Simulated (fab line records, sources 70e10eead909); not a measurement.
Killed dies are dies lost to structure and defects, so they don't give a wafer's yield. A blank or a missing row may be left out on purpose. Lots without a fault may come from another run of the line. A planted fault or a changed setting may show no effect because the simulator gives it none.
Which tool did it? | flow nand_harc | 12 lots, 36 wafers sampled, at 5 steps of a route of 1302

WHAT THE GAUGES READ, wafer by wafer
NHARC_END_SORT_01. Usual: killed_at_array 52, standard deviation 18; killed_at_other 0.6, standard deviation 0.83; killed_at_periphery 4.3, standard deviation 2.8; killed_dies 57, standard deviation 19; killed_open 3.4, standard deviation 2; killed_short 2.5, standard deviation 1.7.
lot  | measured     | on        | killed_at_array | killed_at_other | killed_at_periphery | killed_dies | killed_open | killed_short | flag
L635 | day 24 20:28 | prober-01 | 61 72 63        | 3 0 2           | 5 11 3              | 69 83 68    | 1 6 2       | 1 4 2        |
L644 | day 28 11:14 | prober-01 | 23 16 25        | 4 0 1           | 3 1 2               | 30 17 28    | 8 1 4       | 3 5 6        |
L646 | day 29 17:01 | prober-01 | 37 31 25        | 1 0 1           | 5 4 8               | 43 35 34    | 4 4 3       | 3 2 2        |
L651 | day 30 18:14 | prober-01 | 32 31 32        | 0 4 1           | 9 5 9               | 41 40 42    | 7 1 3       | 3 1 2        |
L652 | day 31 12:07 | prober-01 | 63 72 70        | 0 1 0           | 9 9 5               | 72 82 75    | 8 4 4       | 2 0 0        |

WHICH TOOL RAN EACH LOT (tool, then ch and the chambers of the sampled wafers, then the start)
lot  | NHARC_P_STI_DESCUM_14              | NHARC_P_GATE_DESCUM_13             | NHARC_P_GATE_DEP_103            | NHARC_P_GATE_STRIP_108
L634 | rie_diel-12 ch 0,2,3, day 2 18:59  | rie_diel-06 ch 2,3, day 4 04:44    | pecvd-03 ch 0,1,2, day 4 18:05  | rie_diel-11 ch 1,2,3, day 4 19:32
L635 | rie_diel-09 ch 0,2,3, day 3 05:05  | rie_diel-07 ch 0,1, day 4 21:58    | pecvd-03 ch 0,1, day 5 11:48    | rie_diel-11 ch 0,1, day 5 13:15
L644 | rie_diel-12 ch 0,1,3, day 6 23:54  | rie_diel-06 ch 1,2, day 8 14:29    | pecvd-01 ch 1,2, day 9 10:04    | rie_diel-07 ch 2,3, day 9 11:31
L646 | rie_diel-12 ch 0,1,2, day 7 18:29  | rie_diel-11 ch 1,2, day 9 11:54    | pecvd-01 ch 0,1,2, day 10 02:02 | rie_diel-06 ch 0,1, day 10 03:31
L647 | rie_diel-09 ch 0,1, day 8 05:42    | rie_diel-06 ch 1,2, day 9 19:16    | pecvd-03 ch 0,1,2, day 10 11:38 | rie_diel-06 ch 0,2,3, day 10 13:07
L650 | rie_diel-09 ch 0,3, day 9 12:35    | rie_diel-11 ch 2,3, day 10 23:56   | pecvd-03 ch 0,1,2, day 11 18:16 | rie_diel-06 ch 0,1,3, day 11 19:48
L651 | rie_diel-12 ch 0,1, day 9 20:28    | rie_diel-07 ch 2,3, day 11 07:47   | pecvd-03 ch 0,2, day 12 00:40   | rie_diel-06 ch 0,2, day 12 02:10
L652 | rie_diel-12 ch 1,2,3, day 10 07:14 | rie_diel-07 ch 0,1,2, day 11 19:52 | pecvd-01 ch 0,2, day 12 14:47   | rie_diel-06 ch 0,2, day 12 16:17
L653 | rie_diel-09 ch 1,2,3, day 10 17:56 | rie_diel-07 ch 2,3, day 12 08:17   | pecvd-03 ch 0,1, day 13 02:06   | rie_diel-07 ch 0,1,3, day 13 03:34
L654 | rie_diel-13 ch 0,2,3, day 11 04:14 | rie_diel-06 ch 0,2, day 12 15:47   | pecvd-01 ch 0,1, day 13 08:23   | rie_diel-06 ch 1,2, day 13 09:46
L655 | rie_diel-12 ch 2,3, day 11 12:54   | rie_diel-11 ch 0,1,2, day 12 23:34 | pecvd-02 ch 0,1, day 13 12:56   | rie_diel-11 ch 1,3, day 13 14:35
L657 | rie_diel-13 ch 0,1,2, day 12 09:20 | rie_diel-11 ch 0,1,2, day 13 19:31 | pecvd-02 ch 0,1,2, day 14 08:58 | rie_diel-11 ch 0,1,2, day 14 10:26
- NHARC_P_STI_DESCUM_14: chemistry O2, time 3 s.
- NHARC_P_GATE_DESCUM_13: chemistry O2, time 3 s.
- NHARC_P_GATE_DEP_103: deposits SiON, target thk 30 nm.
- NHARC_P_GATE_STRIP_108: strips in O2.

WHAT THE TOOLS THEMSELVES READ (means of the sampled wafers that have a number; where no wafer has one, the mark that the record gives instead)
NHARC_P_STI_DESCUM_14. Usual: drypump_motor_current_A 5.6 A, standard deviation 0.49; oes_product_au 1.000 a.u., standard deviation 0.0096; rf_vpp_V 57.6 V, standard deviation 0.96; showerhead_plenum_p_Torr 1.90 Torr, standard deviation 0.1; throttle_valve_pct 11.312 %, standard deviation 0.009.
lot  | tool        | drypump_motor_current_A (A) | oes_product_au (a.u.) | rf_vpp_V (V) | showerhead_plenum_p_Torr (Torr) | throttle_valve_pct (%) | flag
L634 | rie_diel-12 | 5.9                         | 1.005                 | 57.1         | 1.87                            | 11.311                 |
L635 | rie_diel-09 | 5.7                         | 1.000                 | 58.3         | 1.94                            | 11.311                 |
L644 | rie_diel-12 | 5.6                         | 0.996                 | 57.8         | 1.88                            | 11.312                 |
L646 | rie_diel-12 | 5.6                         | 0.995                 | 58.5         | 1.94                            | 11.320                 |
L647 | rie_diel-09 | 5.4                         | 0.993                 | 58.6         | 1.93                            | 11.317                 |
L650 | rie_diel-09 | 5.2                         | 0.989                 | 57.3         | 1.86                            | 11.311                 |
L651 | rie_diel-12 | 5.4                         | 0.999                 | 57.7         | 1.96                            | 11.310                 |
L652 | rie_diel-12 | 5.8                         | 1.001                 | 57.1         | 1.94                            | 11.299                 |
L653 | rie_diel-09 | 5.3                         | 0.995                 | 57.7         | 1.86                            | 11.316                 |
L654 | rie_diel-13 | 5.5                         | 1.000                 | 57.6         | 1.90                            | 11.314                 |
L655 | rie_diel-12 | 6.1                         | 1.002                 | 57.1         | 1.86                            | 11.312                 |
L657 | rie_diel-13 | 5.9                         | 0.997                 | 57.8         | 1.85                            | 11.312                 |

NHARC_P_GATE_DESCUM_13. Usual: drypump_motor_current_A 5.7 A, standard deviation 0.48; oes_product_au 1.001 a.u., standard deviation 0.0081; rf_vpp_V 57.7 V, standard deviation 0.91; showerhead_plenum_p_Torr 1.89 Torr, standard deviation 0.084; throttle_valve_pct 11.311 %, standard deviation 0.01.
lot  | tool        | drypump_motor_current_A (A) | oes_product_au (a.u.) | rf_vpp_V (V) | showerhead_plenum_p_Torr (Torr) | throttle_valve_pct (%) | flag
L634 | rie_diel-06 | 5.8                         | 1.001                 | 58.1         | 1.91                            | 11.321                 |
L635 | rie_diel-07 | 6.1                         | 1.008                 | 57.9         | 1.93                            | 11.296                 |
L644 | rie_diel-06 | 5.3                         | 1.007                 | 58.0         | 1.89                            | 11.311                 |
L646 | rie_diel-11 | 5.8                         | 0.989                 | 57.2         | 1.89                            | 11.308                 |
L647 | rie_diel-06 | 5.5                         | 1.003                 | 57.4         | 1.85                            | 11.307                 |
L650 | rie_diel-11 | 5.4                         | 0.998                 | 57.8         | 1.83                            | 11.312                 |
L651 | rie_diel-07 | 5.7                         | 0.991                 | 58.2         | 1.97                            | 11.308                 |
L652 | rie_diel-07 | 5.8                         | 1.005                 | 58.4         | 1.95                            | 11.321                 |
L653 | rie_diel-07 | 5.7                         | 0.995                 | 57.4         | 1.97                            | 11.316                 |
L654 | rie_diel-06 | 6.0                         | 1.013                 | 57.2         | 1.86                            | 11.309                 |
L655 | rie_diel-11 | 5.9                         | 1.003                 | 58.4         | 1.86                            | 11.311                 |
L657 | rie_diel-11 | 5.9                         | 0.997                 | 57.7         | 1.86                            | 11.319                 |

NHARC_P_GATE_DEP_103. Usual: heater_power_w 752 W, standard deviation 63; rf_fwd_power_W 348.2 W, standard deviation 1.1.
lot  | tool     | heater_power_w (W) | rf_fwd_power_W (W) | flag
L634 | pecvd-03 | 769                | 348.6              |
L635 | pecvd-03 | 751                | 347.8              |
L644 | pecvd-01 | 715                | 329.6              | OFF
L646 | pecvd-01 | 779                | 330.2              | OFF
L647 | pecvd-03 | 763                | 348.8              |
L650 | pecvd-03 | 716                | 347.9              |
L651 | pecvd-03 | 733                | 348.1              |
L652 | pecvd-01 | 834                | 346.9              |
L653 | pecvd-03 | 746                | 348.2              |
L654 | pecvd-01 | 741                | 348.4              |
L655 | pecvd-02 | 757                | 349.1              |
L657 | pecvd-02 | 712                | 347.9              |

NHARC_P_GATE_STRIP_108. Usual: drypump_motor_current_A 5.7 A, standard deviation 0.47; oes_product_au 1.002 a.u., standard deviation 0.0099; rf_vpp_V 57.6 V, standard deviation 0.88; showerhead_plenum_p_Torr 3.46 Torr, standard deviation 0.12; throttle_valve_pct 17.037 %, standard deviation 0.0094.
lot  | tool        | drypump_motor_current_A (A) | oes_product_au (a.u.) | rf_vpp_V (V) | showerhead_plenum_p_Torr (Torr) | throttle_valve_pct (%) | flag
L634 | rie_diel-11 | 5.6                         | 0.999                 | 57.6         | 3.44                            | 17.042                 |
L635 | rie_diel-11 | 5.9                         | 1.002                 | 57.4         | 3.42                            | 17.031                 |
L644 | rie_diel-07 | 5.7                         | 0.998                 | 58.1         | 3.64                            | 17.045                 |
L646 | rie_diel-06 | 5.4                         | 1.008                 | 57.9         | 3.55                            | 17.035                 |
L647 | rie_diel-06 | 5.9                         | 1.008                 | 57.9         | 3.48                            | 17.033                 |
L650 | rie_diel-06 | 5.6                         | 1.004                 | 58.0         | 3.56                            | 17.043                 |
L651 | rie_diel-06 | 5.9                         | 1.005                 | 57.7         | 3.38                            | 17.037                 |
L652 | rie_diel-06 | 6.0                         | 1.007                 | 57.2         | 3.43                            | 17.040                 |
L653 | rie_diel-07 | 6.0                         | 1.006                 | 58.5         | 3.45                            | 17.041                 |
L654 | rie_diel-06 | 5.3                         | 1.015                 | 57.6         | 3.49                            | 17.040                 |
L655 | rie_diel-11 | 5.1                         | 0.998                 | 56.3         | 3.42                            | 17.031                 |
L657 | rie_diel-11 | 6.0                         | 0.999                 | 57.4         | 3.43                            | 17.036                 |

THE ANSWER, worked out from the rows above alone
Rule: a lot is off if the mean of its wafers that have a number lies more than 3 standard deviations from the usual mean. A lot without any number at a reading at which 4 lots or more have one is off too. The other lots that the step has rows for count as sound. The gauges are gone through in route order, then the tools' own readings, and for those a lot's mean is taken as printed above. The first step at which some lot is off is used, and at that step the reading that is off furthest; a lot without a number counts as furthest.
Off: L644, L646, at NHARC_P_GATE_DEP_103 (rf_fwd_power_W).
A tool fits if, at that step or a process step before it, it ran every lot that is off, and no sound lot after the first of them. None of those tried fits.

WHAT THE SIMULATOR HAD PUT IN
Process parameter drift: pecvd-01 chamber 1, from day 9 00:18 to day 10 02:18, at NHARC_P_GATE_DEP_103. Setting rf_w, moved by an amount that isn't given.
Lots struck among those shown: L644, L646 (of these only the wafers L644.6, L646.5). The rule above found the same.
